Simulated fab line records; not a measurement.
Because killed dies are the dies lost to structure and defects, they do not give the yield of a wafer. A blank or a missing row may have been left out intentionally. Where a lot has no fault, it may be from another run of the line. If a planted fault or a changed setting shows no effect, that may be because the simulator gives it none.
Comparing a struck lot with a sound one ; flow n5-finfet ; 16 out of 1938 route steps
Sound: these wafers, L876.1, L876.3, L876.6. Struck: wafer L872.1 (left out: L872.5, a lot-mate that was not struck); the cause follows at the end.
At each step with rows: each side's tool, then ch and its chambers, then its first start. Under that, the readings that differ: sound wafers ; struck wafers ; difference of the means ; sigmas: that difference in standard deviations of wafers without a fault.
alike: readings whose means differ by less than 2 such deviations, and words and numbers that are the same on both sides. not compared: withheld readings, readings that some wafer has no value for, bounds like >300 that may hide the same value, and numbers for which the record gives no deviation and whose values overlap.
A row with sigmas, a row that says differs or no value, or rows on one side alone: a step with any of these is where the two part. When numbers do not overlap yet have no deviation, they are printed without sigmas and do not part them. Lack of a reading on every wafer of one side parts them only where that side has two or more wafers.

N5_PMOS_HMC_CHANNEL_EPI_HM_DEP_34: deposits SiO2 from TEOS/O2, target thk 36 nm, time 6.9 s.
  sound on pecvd-02 ch 1,2, day 5 10:37; struck on pecvd-04 ch 0, day 4 10:44
reading;sound;struck;difference;sigmas
heater-power-w (W);688 673 673;408;-270;-3
  alike: showerhead-plenum-p-Torr, susceptor-temp-C, throttle-valve-pct
then, 7 steps without rows for these wafers: N5_PMOS_HMC_CHANNEL_EPI_COAT_31 (time 60 s, resist thk 66 nm); N5_PMOS_HMC_CHANNEL_EPI_COAT_03 (resist thk 205 nm); N5_PMOS_HMC_CHANNEL_EPI_EBR_05; N5_PMOS_HMC_CHANNEL_EPI_SOFTBAKE_04 (time 60 s); N5_PMOS_HMC_CHANNEL_EPI_EXPOSE_06 (exposes mask PMOS HMC BLK, target cd 240 nm); N5_PMOS_HMC_CHANNEL_EPI_PEB_07 (peb time 60 s); N5_PMOS_HMC_CHANNEL_EPI_DEVELOP_08 (develop time 30 s).
N5_PMOS_HMC_CHANNEL_EPI_CD_MEAS_09: the cd target is 237.4 nm.
  sound on cd-sem-03 ch 0, day 5 11:16; struck on cd-sem-02 ch 0, day 4 11:09
  alike: cd-nm
N5_PMOS_HMC_CHANNEL_EPI_OVL_MEAS_10:
  sound on overlay-01 ch 0, day 5 11:18; struck on overlay-01 ch 0, day 4 11:11
  alike: PMOS_HMC_BLK_OVL
N5_PMOS_HMC_CHANNEL_EPI_INSPECT_11: inspects for defects (macro).
  sound on defect-inspect-01, day 5 11:20; struck on defect-inspect-01, day 4 11:12
  alike: raw-defect-count
N5_PMOS_HMC_CHANNEL_EPI_DESCUM_14: chemistry O2, time 7.9 s.
  sound on rie-diel-01 ch 0,1, day 5 11:22; struck on rie-diel-03 ch 0, day 4 11:14
  alike: bias-power-w, drypump-motor-current-A, oes-product-au, rf-vpp-V, showerhead-plenum-p-Torr, throttle-valve-pct
  not compared: rf-hours-counter-h
N5_PMOS_HMC_CHANNEL_EPI_ETCH_32: etches BARC in N2/H2, stops on SiO2, target depth 85.8 nm, time 50.3 s.
  sound on rie-diel-01 ch 0,1, day 5 11:24; struck on rie-diel-03 ch 0, day 4 11:16
reading;sound;struck;difference;sigmas
over-etch-frac;0.3 0.3 0.3;0.55508;+0.25508;
model.CAR-ArF-block_of_PMOS_HMC_CHANNEL_EPI_COAT_03.thk-nm (nm);131.9 134.3 133.4;118.2;-15.0;
  alike: drypump-motor-current-A, oes-product-au, rf-vpp-V, showerhead-plenum-p-Torr, throttle-valve-pct
  not compared: rf-hours-counter-h
N5_PMOS_HMC_CHANNEL_EPI_HM_OPEN_15: chemistry CHF3/O2, target SiO2, target depth 40.6 nm, time 20.3 s.
  sound on rie-diel-01 ch 0,1, day 5 11:26; struck on rie-diel-03 ch 0, day 4 11:19
reading;sound;struck;difference;sigmas
model.CAR-ArF-block_of_PMOS_HMC_CHANNEL_EPI_COAT_03.thk-nm (nm);90.09 94.63 94.31;77;-16;
  alike: CHF3_flow_sccm, drypump-motor-current-A, oes_ar_750_au, oes-product-au, rf-vpp-V, showerhead-plenum-p-Torr, throttle-valve-pct
  not compared: rf-hours-counter-h
N5_PMOS_HMC_CHANNEL_EPI_STRIP_33: strips in N2/H2.
  sound on rie-diel-01 ch 0,1, day 5 11:29; struck on rie-diel-03 ch 0, day 4 11:22
  alike: bias-power-w, drypump-motor-current-A, oes-product-au, rf-vpp-V, showerhead-plenum-p-Torr, throttle-valve-pct
  not compared: rf-hours-counter-h
then, 1 step without rows for these wafers: N5_PASSIVATION_PROBE_49.

== WHERE THEY PART ==
N5_PMOS_HMC_CHANNEL_EPI_HM_DEP_34 only, going by this record. Later steps at which nothing parts them and some readings are alike: N5_PMOS_HMC_CHANNEL_EPI_CD_MEAS_09, N5_PMOS_HMC_CHANNEL_EPI_OVL_MEAS_10, N5_PMOS_HMC_CHANNEL_EPI_INSPECT_11, N5_PMOS_HMC_CHANNEL_EPI_DESCUM_14, N5_PMOS_HMC_CHANNEL_EPI_ETCH_32, N5_PMOS_HMC_CHANNEL_EPI_HM_OPEN_15, N5_PMOS_HMC_CHANNEL_EPI_STRIP_33.

WHY: what had been put in by the simulator
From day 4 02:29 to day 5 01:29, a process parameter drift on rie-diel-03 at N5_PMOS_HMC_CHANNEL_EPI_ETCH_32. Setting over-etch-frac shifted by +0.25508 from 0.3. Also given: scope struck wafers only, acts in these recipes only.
